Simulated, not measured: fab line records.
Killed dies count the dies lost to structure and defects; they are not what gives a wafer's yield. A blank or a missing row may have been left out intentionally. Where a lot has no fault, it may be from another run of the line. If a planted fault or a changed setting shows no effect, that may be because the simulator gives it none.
fab line records	flow n5_finfet
record: lots: 7	wafers: 21
route steps=1938 shown BEOL_M11@1540 BEOL_M12@1653 BEOL_M13@1665 BEOL_M15@1773
start_h: the number of hours between the record's first day and the start of the first shown wafer of the lot	wait_h: hours from the lot's prior step to this one	" unchanged from the row above	L1.1+2: a single row standing in for several wafers	- no value present, or no start provided	* or withheld: withheld	< > ~ a bound
route shown NAME@n: NAME is a module with steps in the file, n the number in the route of the first one	usual: the fault-free wafers' mean and standard deviation	same: alike in all rows	chamber/n: place in a boat	sites: readings site by site	_std_site: their standard deviation	_edge_site: the outer-site mean with the inner-site mean subtracted	radius_mm: for every site, how far away it sits from the centre of the wafer	mask NAME#n: copy n	behind: the tool/chamber that last shaped the wafer	hold: why the lot was held/for how many hours/how that ended	device: the transistor (n, p or np) that didn't switch	end of line: tests run on the same wafers once the route is complete	a step given without rows: its recipe and nothing more	killed: count of dies lost to structure and defects at first sort (not the wafer's yield)	map: dies across one wafer; x = killed, . = not, _ = none there
set.NAME: the run value of the setting; set.NAME@STEP: its run value at that earlier step	model.NAME: the simulator's own value behind a step, which no gauge read
lots where settings were altered on purpose, with a table for each step and a row for each wafer
== steps ==
step: N5_BEOL_M11_HM_DEP_02
recipe: material: TiN	target_thk_a: 200	temp_c: 25	chamber_pressure_pa: 0.49996
lot.wafer	tool	chamber	start_h	wait_h	set.target_thk_a	model.TiN_of_BEOL_M11_HM_DEP_02.thk_nm
L075.2	pvd_sputter-03	-	237.43	1.6	212.8	21
L075.3	"	-	"	"	200	20.2
L075.5	"	-	"	"	200	20
L085.1	pvd_sputter-02	-	312.61	3.4	187	18.6
L085.4	"	-	"	"	200	19.4
L085.6	"	-	"	"	200	19.6
L084.3	pvd_sputter-03	-	326.00	1.7	200	20.6
L084.5	"	-	"	"	200	20.2
L084.6	"	-	"	"	224.3	23
L090.3+4	pvd_sputter-02	-	365.82	1.1	200	19.6
L090.5	"	-	"	"	200	20
L096.2	pvd_sputter-03	-	372.94	1.8	200	19.8
L096.3	"	-	"	"	223.2	22.4
L096.5	"	-	"	"	223.2	22.2
L092.1+3	pvd_sputter-03	-	373.14	1.5	213.1	21.2
L092.4	"	-	"	"	200	20.2
L093.3+4	pvd_sputter-03	-	373.44	1.1	219.1	22
L093.5	"	-	"	"	200	19.8
step: N5_BEOL_M11_COAT_59
recipe: resist: SOC	temp_c: 250	time_s: 60	spin_rpm: 1500	resist_thk_nm: 100
step: N5_BEOL_M11_COAT_60
recipe: resist: SiARC	temp_c: 220	time_s: 60	spin_rpm: 1500	resist_thk_nm: 30
step: N5_BEOL_M11_STRIP_68
recipe: chemistry: N2/H2	temp_c: 40	n2_flow_sccm: 200	h2_flow_sccm: 200	rf_frequency_hz: 6e+07
step: N5_BEOL_M11_STRIP_67
recipe: chemistry: CF4	resist: SiARC	power_w: 300	bias_power_w: 75	pressure_mtorr: 50	cf4_flow_sccm: 150	rf_frequency_hz: 6e+07
step: N5_BEOL_M11_HM_OPEN_17
recipe: chemistry: Cl2/BCl3	target_depth_a: 200	overetch_a: 60	target: TiN	mask_material: SOC	ion_energy_ev: 150	pressure_mtorr: 10	icp_w: 1000	bias_w: 126	Cl2_flow_sccm: 53.25	bcl3_flow_sccm: 21.75	Ar_flow_sccm: 25
lot.wafer	tool	chamber	start_h	wait_h	set.target_thk_a@BEOL_M11_HM_DEP_02	model.etch.depth_nm
L075.2	rie_metal-01	1	238.29	0.0	212.8	20.9
L075.3	"	0	"	"	200	20.13
L075.5	"	1	"	"	200	20.05
L085.1	rie_metal-01	1	313.36	0.0	187	18.59
L085.4	"	0	"	"	200	19.43
L085.6	"	1	"	"	200	19.55
L084.3	rie_metal-02	1	326.76	0.1	200	20.56
L084.5	"	0	"	"	200	20.19
L084.6	"	1	"	"	224.3	22.96
L090.3	rie_metal-03	1	366.60	0.1	200	19.66
L090.4	"	0	"	"	200	19.65
L090.5	"	0	"	"	200	19.97
L096.2	rie_metal-01	1	373.80	0.0	200	19.74
L096.3	"	0	"	"	223.2	22.5
L096.5	"	1	"	"	223.2	22.27
L092.1	rie_metal-01	0	374.15	0.0	213.1	21.19
L092.3	"	1	"	"	213.1	21.16
L092.4	"	0	"	"	200	20.11
L093.3	rie_metal-02	0	374.31	0.1	219.1	21.91
L093.4	"	1	"	"	219.1	21.93
L093.5	"	1	"	"	200	19.78
step: N5_BEOL_M11_TRENCH_ETCH_37
recipe: chemistry: C4F6/O2	target_depth_a: 1488.3	target: SiCOH_lowk	time_s: 48	ion_energy_ev: 250	pressure_mtorr: 30	source_w: 345	bias_w: 185	Ar_flow_sccm: 300	C4F6_flow_sccm: 10	O2_flow_sccm: 10
lot.wafer	tool	chamber	start_h	wait_h	set.time_s	set.target_thk_a@BEOL_M11_HM_DEP_02	model.TiN_of_BEOL_M11_HM_DEP_02.thk_nm	model.etch.depth_nm	model.BEOL_M11.feature_depth_nm
L075.2	rie_diel-04	1	-	-	56.11	212.8	16	173.4	173.4
L075.3	"	2	"	"	56.11	200	15.4	169.3	169.2
L075.5	"	2	"	"	48	200	16	145.6	145.6
L085.1	rie_diel-03	1	-	-	48	187	14.6	147.8	147.8
L085.4	"	3	"	"	48	200	15.4	149.2	149.2
L085.6	"	0	"	"	48	200	15.6	143.3	143.2
L084.3	rie_diel-03	1	-	-	48	200	16.6	144.7	144.8
L084.5	"	0	"	"	42.91	200	16.6	128.1	128.2
L084.6	"	1	"	"	42.91	224.3	19.4	129	129
L090.3	rie_diel-01	0	-	-	48	200	15.6	149.3	149.4
L090.4	"	2	"	"	48	200	15.6	142.8	142.8
L090.5	"	0	"	"	48	200	15.8	148.7	148.8
L096.2	rie_diel-04	1	-	-	48	200	15.6	148.6	148.6
L096.3	"	0	"	"	54.82	223.2	17.8	165.3	165.2
L096.5	"	2	"	"	48	223.2	18.2	147.3	147.2
L093.3	rie_diel-04	2	-	-	41.58	219.1	18.4	126.5	126.6
L093.4	"	3	"	"	48	219.1	17.8	148.6	148.6
L093.5	"	0	"	"	41.58	200	16.2	125.8	125.8
L092.1	rie_diel-03	1	-	-	48	213.1	17.2	145.8	145.8
L092.3	"	0	"	"	48	213.1	17.2	141.4	141.4
L092.4	"	1	"	"	48	200	16	146.4	146.4
step: N5_BEOL_M11_ETCH_41
recipe: chemistry: CH3F/O2	target: SiCN	target_depth_a: 426	taper_deg: 2	time_s: 86	ion_energy_ev: 120	mask_material: TiN	pressure_mtorr: 30	source_w: 395	bias_w: 75	Ar_flow_sccm: 150	CH3F_flow_sccm: 30	O2_flow_sccm: 20
step: N5_BEOL_M11_STRIP_77
recipe: chemistry: N2/H2	time_s: 10	power_w: 450	temp_c: 40	pressure_mtorr: 20	rf_frequency_hz: 6e+07	bias_power_w: 7	n2_flow_sccm: 200	h2_flow_sccm: 200
step: N5_BEOL_M11_OCD_MEAS_38
usual: trench_depth_nm: 146.2/2.5
lot.wafer	tool	chamber	start_h	wait_h	set.time_s@BEOL_M11_TRENCH_ETCH_37	trench_depth_nm
L075.2	ocd-02	-	242.22	-	56.11	173.7
L075.3	"	-	"	"	56.11	170.1
L075.5	"	-	"	"	48	145.6
L085.1	ocd-02	-	316.19	-	48	147.6
L085.4	"	-	"	"	48	149.1
L085.6	"	-	"	"	48	142.9
L084.3	ocd-01	-	329.94	-	48	144.5
L084.5	"	-	"	"	42.91	128.5
L084.6	"	-	"	"	42.91	129.6
L090.3	ocd-02	-	367.82	-	48	149.6
L090.4	"	-	"	"	48	142.2
L090.5	"	-	"	"	48	148.2
L096.2	ocd-01	-	375.24	-	48	148.6
L096.3	"	-	"	"	54.82	165.0
L096.5	"	-	"	"	48	147.7
L093.3	ocd-01	-	375.85	-	41.58	126.4
L093.4	"	-	"	"	48	148.6
L093.5	"	-	"	"	41.58	125.7
L092.1	ocd-01	-	375.94	-	48	145.5
L092.3	"	-	"	"	48	141.0
L092.4	"	-	"	"	48	146.3
step: N5_BEOL_M11_CURE_72
recipe: temp_c: 370	time_s: 120	ambient: DMADMS/He	material: SiCOH_lowk
usual: lamp_power_pct: 52.31/0.052
lot.wafer	tool	chamber	start_h	wait_h	set.time_s	lamp_power_pct
L075.2	uv_cure-02	1	242.46	0.1	120	52.37
L075.3	"	1	"	"	142.6	51.35
L075.5	"	1	"	"	120	52.31
L085.1	uv_cure-03	0	316.39	0.0	120	52.34
L085.4	"	0	"	"	120	52.37
L085.6	"	0	"	"	120	52.34
L084.3	uv_cure-01	2	330.24	0.1	130.8	51.85
L084.5	"	2	"	"	120	52.37
L084.6	"	2	"	"	130.8	51.78
L090.3	uv_cure-01	1	368.11	0.1	120	52.35
L090.4	"	1	"	"	120	52.32
L090.5	"	1	"	"	120	52.31
L096.2	uv_cure-02	2	375.48	0.1	120	52.32
L096.3	"	2	"	"	120	52.21
L096.5	"	2	"	"	120	52.35
L093.3	uv_cure-01	0	376.14	0.1	105.1	52.36
L093.4	"	0	"	"	120	52.26
L093.5	"	0	"	"	105.1	52.35
L092.1	uv_cure-03	0	376.25	0.1	120	52.30
L092.3	"	0	"	"	120	52.29
L092.4	"	0	"	"	105.6	52.24
step: N5_BEOL_M11_DEGAS_44
recipe: ambient: vacuum	temp_c: 250	time_s: 60
step: N5_BEOL_M11_PRE_CLEAN_45
recipe: gas: H2/He	time_s: 30	temp_c: 250
step: N5_BEOL_M11_ECD_50
recipe: material: Cu	target_thk_a: 3180
step: N5_BEOL_M11_ANNEAL_51
recipe: temp_c: 225	time_s: 90	ambient: N2
step: N5_BEOL_M11_CMP_52
recipe: stop_on: SiCOH_lowk	t_overpolish_s: 7	down_force_psi: 1	platen_rpm: 50	clearing_platen_down_force_psi: 1.5	clearing_platen_rpm: 50	post_cmp_clean: cu_alkaline	target_thk_nm: 140	clearing_platen_pad_velocity_m_s: 0.99484	pad_velocity_m_s: 0.99484
lot.wafer	tool	chamber	start_h	wait_h	set.time_s@BEOL_M11_TRENCH_ETCH_37	model.Cu_of_BEOL_M11_ECD_50.thk_nm
L075.3	cmp-03	1	244.17	0.2	56.11	161
L075.2	"	3	"	"	56.11	162.6
L075.5	"	1	"	"	48	137.4
L085.4	cmp-01	3	318.45	0.2	48	140
L085.1	"	0	"	"	48	138
L085.6	"	2	"	"	48	134.4
L084.3	cmp-03	3	333.80	0.3	48	135.2
L084.5	"	0	"	"	42.91	118.8
L084.6	"	1	"	"	42.91	122
L090.3	cmp-01	2	370.93	0.2	48	141.8
L090.4	"	1	"	"	48	134.4
L090.5	"	3	"	"	48	141.4
L096.3	cmp-03	1	377.32	0.2	54.82	156.2
L096.2	"	2	"	"	48	138.6
L096.5	"	0	"	"	48	136.8
L093.3	cmp-03	2	378.81	0.3	41.58	118.2
L093.4	"	0	"	"	48	141
L093.5	"	3	"	"	41.58	118
L092.1	cmp-01	2	379.41	0.3	48	138.8
L092.3	"	0	"	"	48	132.2
L092.4	"	1	"	"	48	137.6
step: N5_BEOL_M11_THK_MEAS_53
recipe: thk_meas_gauge: xrf	reads: Cu_of_BEOL_M11_ECD_50
usual: M11_THK: 138.7/2.8
lot.wafer	tool	chamber	start_h	wait_h	set.time_s@BEOL_M11_TRENCH_ETCH_37	M11_THK[nm]
L075.2	film_metro-02	-	244.42	-	56.11	163.0
L075.3	"	-	"	"	56.11	161.6
L075.5	"	-	"	"	48	138.8
L085.1	film_metro-02	-	318.67	-	48	139.0
L085.4	"	-	"	"	48	140.5
L085.6	"	-	"	"	48	135.4
L084.3	film_metro-01	-	333.98	-	48	137.4
L084.5	"	-	"	"	42.91	120.4
L084.6	"	-	"	"	42.91	123.8
L090.3	film_metro-01	-	371.23	-	48	143.0
L090.4	"	-	"	"	48	136.0
L090.5	"	-	"	"	48	142.7
L096.2	film_metro-01	-	377.54	-	48	138.7
L096.3	"	-	"	"	54.82	156.3
L096.5	"	-	"	"	48	137.1
L093.3	film_metro-01	-	379.11	-	41.58	119.5
L093.4	"	-	"	"	48	142.5
L093.5	"	-	"	"	41.58	119.5
L092.1	film_metro-02	-	379.71	-	48	139.9
L092.3	"	-	"	"	48	132.6
L092.4	"	-	"	"	48	138.5
step: N5_BEOL_M11_PRE_CLEAN_55
recipe: gas: NH3	time_s: 15	temp_c: withheld	rf_power_w: 300
step: N5_BEOL_M11_DEP_56
recipe: material: SiCN	target_thk_a: 300	temp_c: withheld	precursor: 3MS/NH3	pressure_torr: 3	rf_w: 675	time_s: 10.5
step: N5_BEOL_M11_RS_MEAS_57
recipe: thk_meas_gauge: four-point-probe	reads: Cu_of_BEOL_M11_ECD_50+Co_of_BEOL_M11_CVD_75+TaN_of_BEOL_M11_ALD_74
usual: M11_RS: 0.154/0.0032
lot.wafer	tool	chamber	start_h	wait_h	set.time_s@BEOL_M11_TRENCH_ETCH_37	M11_RS[ohm/sq]
L075.2	film_metro-02	-	244.55	0.0	56.11	0.128
L075.3	"	-	"	"	56.11	0.129
L075.5	"	-	"	"	48	0.154
L085.1	film_metro-01	-	318.79	0.0	48	0.153
L085.4	"	-	"	"	48	0.151
L085.6	"	-	"	"	48	0.158
L084.3	film_metro-01	-	334.10	0.0	48	0.157
L084.5	"	-	"	"	42.91	0.181
L084.6	"	-	"	"	42.91	0.176
L090.3	film_metro-02	-	371.36	0.0	48	0.149
L090.4	"	-	"	"	48	0.158
L090.5	"	-	"	"	48	0.149
L096.2	film_metro-02	-	377.66	0.0	48	0.152
L096.3	"	-	"	"	54.82	0.133
L096.5	"	-	"	"	48	0.155
L093.3	film_metro-02	-	379.24	0.0	41.58	0.182
L093.4	"	-	"	"	48	0.149
L093.5	"	-	"	"	41.58	0.182
L092.1	film_metro-02	-	379.84	0.0	48	0.152
L092.3	"	-	"	"	48	0.161
L092.4	"	-	"	"	48	0.154
step: N5_BEOL_M12_CMP_49
recipe: stop_on: SiOC	t_overpolish_s: 20.6	down_force_psi: 1	platen_rpm: 50	clearing_platen_down_force_psi: 1.5	clearing_platen_rpm: 50	post_cmp_clean: cu_alkaline	target_thk_nm: 320	clearing_platen_pad_velocity_m_s: 0.99484	pad_velocity_m_s: 0.99484
usual: barrier_field_endpoint_s: 30.5/0.71
lot.wafer	tool	chamber	start_h	wait_h	set.down_force_psi	barrier_field_endpoint_s
L075.3	cmp-04	0	248.73	0.2	1	30.7
L075.2	"	2	"	"	1	31.0
L075.5	"	0	"	"	1	30.9
L085.4	cmp-03	1	323.84	0.2	1	30.5
L085.1	"	3	"	"	1	29.6
L085.6	"	0	"	"	0.9318	33.4
L084.3	cmp-03	1	337.64	0.2	1	30.7
L084.5	"	3	"	"	0.9436	32.0
L084.6	"	0	"	"	1	29.9
L090.4	cmp-03	1	375.85	0.1	1	30.2
L090.3	"	2	"	"	1	30.4
L090.5	"	1	"	"	1	31.0
L096.2	cmp-02	0	382.84	0.2	1	30.1
L096.3	"	2	"	"	0.7837	38.5
L096.5	"	0	"	"	1	30.6
L093.4	cmp-04	3	383.42	0.1	0.9146	34.5
L093.3	"	1	"	"	1	30.7
L093.5	"	3	"	"	0.9146	33.5
L092.4	cmp-03	0	383.96	0.2	1	31.1
L092.1	"	1	"	"	0.8211	37.5
L092.3	"	2	"	"	0.8211	37.7
step: N5_BEOL_M13_EXPOSE_07
recipe: mask_id: V12	na: 0.93	source_shape: conventional	sigma_outer: 0.6	polarization: unpolarized	attpsm_phase_deg: 180	dose_mj: 24.8
lot.wafer	tool	chamber	start_h	wait_h	mask	set.dose_mj
L075.2	krf_scanner-01	0	249.59	-	V12#0	23.96
L075.3+5	"	0	"	"	V12#0	24.8
L085.1+4	krf_scanner-01	0	324.56	-	V12#0	24.8
L085.6	"	0	"	"	V12#0	25.36
L084.3	krf_scanner-01	0	338.36	-	V12#0	25.68
L084.5+6	"	0	"	"	V12#0	24.8
L090.3+4+5	krf_scanner-01	0	376.75	-	V12#0	24.8
L096.2+3	krf_scanner-02	0	383.75	-	V12#0	23.53
L096.5	"	0	"	"	V12#0	24.8
L093.3+4+5	krf_scanner-02	0	384.19	-	V12#0	24.8
L092.1+3+4	krf_scanner-02	0	384.69	-	V12#0	24.8
step: N5_BEOL_M13_PEB_08
recipe: peb_temp_c: 130	peb_time_s: 90
step: N5_BEOL_M13_DEVELOP_09
recipe: develop_time_s: 45	rinse_liquid: diw	dry: air_spin	dev_temp_c: 21
step: N5_BEOL_M13_HARDBAKE_14
recipe: temp_c: 130	time_s: 120
step: N5_BEOL_M13_CD_MEAS_10
recipe: target_cd_nm: 190	landing_energy_ev: 500	detector: se_inlens	polarity: opening
usual: cd_nm: 189.2/1.4
lot.wafer	tool	chamber	start_h	wait_h	set.dose_mj@BEOL_M13_EXPOSE_07	cd_nm
L075.2	cd_sem-03	0	249.76	-	23.96	186.4
L075.3	"	0	"	"	24.8	188.8
L075.5	"	0	"	"	24.8	189.3
L085.1	cd_sem-02	0	324.73	-	24.8	188.5
L085.4	"	0	"	"	24.8	187.5
L085.6	"	0	"	"	25.36	191.0
L084.3	cd_sem-02	0	338.52	-	25.68	194.8
L084.5	"	0	"	"	24.8	191.7
L084.6	"	0	"	"	24.8	190.4
L090.3	cd_sem-03	0	376.91	-	24.8	190.5
L090.4	"	0	"	"	24.8	188.6
L090.5	"	0	"	"	24.8	189.0
L096.2	cd_sem-03	0	383.92	-	23.53	183.3
L096.3	"	0	"	"	23.53	182.2
L096.5	"	0	"	"	24.8	187.6
L093.3	cd_sem-02	0	384.36	-	24.8	189.3
L093.4	"	0	"	"	24.8	188.7
L093.5	"	0	"	"	24.8	189.3
L092.1	cd_sem-01	0	384.86	-	24.8	188.2
L092.3	"	0	"	"	24.8	188.8
L092.4	"	0	"	"	24.8	188.1
step: N5_BEOL_M15_ILD_DEP_00
recipe: material: SiO2	target_thk_a: 16293	temp_c: 400	precursor: TEOS/O2	pressure_torr: 6.5	rf_w: 900	teos_flow_sccm: 161.4	gas: O2	flow_sccm: 2650	time_s: 346.1
lot.wafer	tool	chamber	start_h	wait_h	set.time_s	model.SiO2_of_BEOL_M15_ILD_DEP_00.thk_nm
L075.2	pecvd-02	1	262.55	0.0	346.1	1659
L075.3	"	0	"	"	346.1	1664
L075.5	"	1	"	"	346.1	1680
L085.1	pecvd-04	2	338.75	0.0	346.1	1636
L085.4	"	1	"	"	379.4	1802
L085.6	"	0	"	"	379.4	1828
L084.3	pecvd-04	0	350.38	0.0	346.1	1612
L084.5	"	2	"	"	330.4	1568
L084.6	"	1	"	"	330.4	1573
L090.3	pecvd-02	2	385.30	0.0	346.1	1610
L090.4	"	2	"	"	346.1	1649
L090.5	"	1	"	"	346.1	1637
L096.2	pecvd-02	0	395.91	0.0	346.1	1654
L096.3	"	1	"	"	346.1	1635
L096.5	"	2	"	"	346.1	1676
L093.3	pecvd-04	0	399.52	0.0	324.7	1529
L093.4	"	0	"	"	346.1	1632
L093.5	"	2	"	"	324.7	1543
L092.1	pecvd-03	1	399.66	0.0	346.1	1611
L092.3	"	0	"	"	372.2	1732
L092.4	"	2	"	"	372.2	1791
step: N5_BEOL_M15_THK_MEAS_01
recipe: reads: SiO2_of_BEOL_M15_ILD_DEP_00
usual: M15_ILD_THK: 1634/24
lot.wafer	tool	chamber	start_h	wait_h	set.time_s@BEOL_M15_ILD_DEP_00	M15_ILD_THK[nm]
L075.2	film_metro-01	-	262.80	0.1	346.1	1658
L075.3	"	-	"	"	346.1	1664
L075.5	"	-	"	"	346.1	1681
L085.1	film_metro-01	-	338.99	0.1	346.1	1637
L085.4	"	-	"	"	379.4	1801
L085.6	"	-	"	"	379.4	1828
L084.3	film_metro-02	-	350.63	0.1	346.1	1612
L084.5	"	-	"	"	330.4	1568
L084.6	"	-	"	"	330.4	1573
L090.3	film_metro-01	-	385.55	0.1	346.1	1609
L090.4	"	-	"	"	346.1	1648
L090.5	"	-	"	"	346.1	1636
L096.2	film_metro-02	-	396.16	0.1	346.1	1656
L096.3	"	-	"	"	346.1	1635
L096.5	"	-	"	"	346.1	1677
L093.3	film_metro-02	-	399.77	0.1	324.7	1528
L093.4	"	-	"	"	346.1	1633
L093.5	"	-	"	"	324.7	1545
L092.1	film_metro-02	-	399.91	0.1	346.1	1611
L092.3	"	-	"	"	372.2	1733
L092.4	"	-	"	"	372.2	1791
== key ==
split: step: N5_BEOL_M11_HM_DEP_02	setting: target_thk_a	stated: 200	by: wafer
response: step: N5_BEOL_M11_HM_DEP_02	reading: model.TiN_of_BEOL_M11_HM_DEP_02.thk_nm	change: +0.2	per: 1%	r: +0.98
response: step: N5_BEOL_M11_HM_OPEN_17	reading: model.etch.depth_nm	change: +0.201	per: 1%	r: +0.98
response: step: N5_BEOL_M11_TRENCH_ETCH_37	reading: model.TiN_of_BEOL_M11_HM_DEP_02.thk_nm	change: +0.191	per: 1%	r: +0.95
split: step: N5_BEOL_M11_TRENCH_ETCH_37	setting: time_s	stated: 48	by: wafer
response: step: N5_BEOL_M11_TRENCH_ETCH_37	reading: model.etch.depth_nm	change: +1.48	per: 1%	r: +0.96
response: step: N5_BEOL_M11_TRENCH_ETCH_37	reading: model.BEOL_M11.feature_depth_nm	change: +1.48	per: 1%	r: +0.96
response: step: N5_BEOL_M11_OCD_MEAS_38	reading: trench_depth_nm	change: +1.47	per: 1%	r: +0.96
response: step: N5_BEOL_M11_CMP_52	reading: model.Cu_of_BEOL_M11_ECD_50.thk_nm	change: +1.46	per: 1%	r: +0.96
response: step: N5_BEOL_M11_THK_MEAS_53	reading: M11_THK	change: +1.45	per: 1%	r: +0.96
response: step: N5_BEOL_M11_RS_MEAS_57	reading: M11_RS	change: -0.00178	per: 1%	r: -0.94
split: step: N5_BEOL_M11_CURE_72	setting: time_s	stated: 120	by: wafer
response: step: N5_BEOL_M11_CURE_72	reading: lamp_power_pct	shape: bent	at_lowest: *	at_stated: *	at_highest: *
split: step: N5_BEOL_M12_CMP_49	setting: down_force_psi	stated: 1	by: wafer
response: step: N5_BEOL_M12_CMP_49	reading: barrier_field_endpoint_s	change: -0.377	per: 1%	r: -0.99
split: step: N5_BEOL_M13_EXPOSE_07	setting: dose_mj	stated: 24.8	by: wafer
response: step: N5_BEOL_M13_CD_MEAS_10	reading: cd_nm	change: +0.969	per: 1%	r: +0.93
split: step: N5_BEOL_M15_ILD_DEP_00	setting: time_s	stated: 346.1	by: wafer
response: step: N5_BEOL_M15_ILD_DEP_00	reading: model.SiO2_of_BEOL_M15_ILD_DEP_00.thk_nm	change: +17.5	per: 1%	r: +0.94
response: step: N5_BEOL_M15_THK_MEAS_01	reading: M15_ILD_THK	change: +17.4	per: 1%	r: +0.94
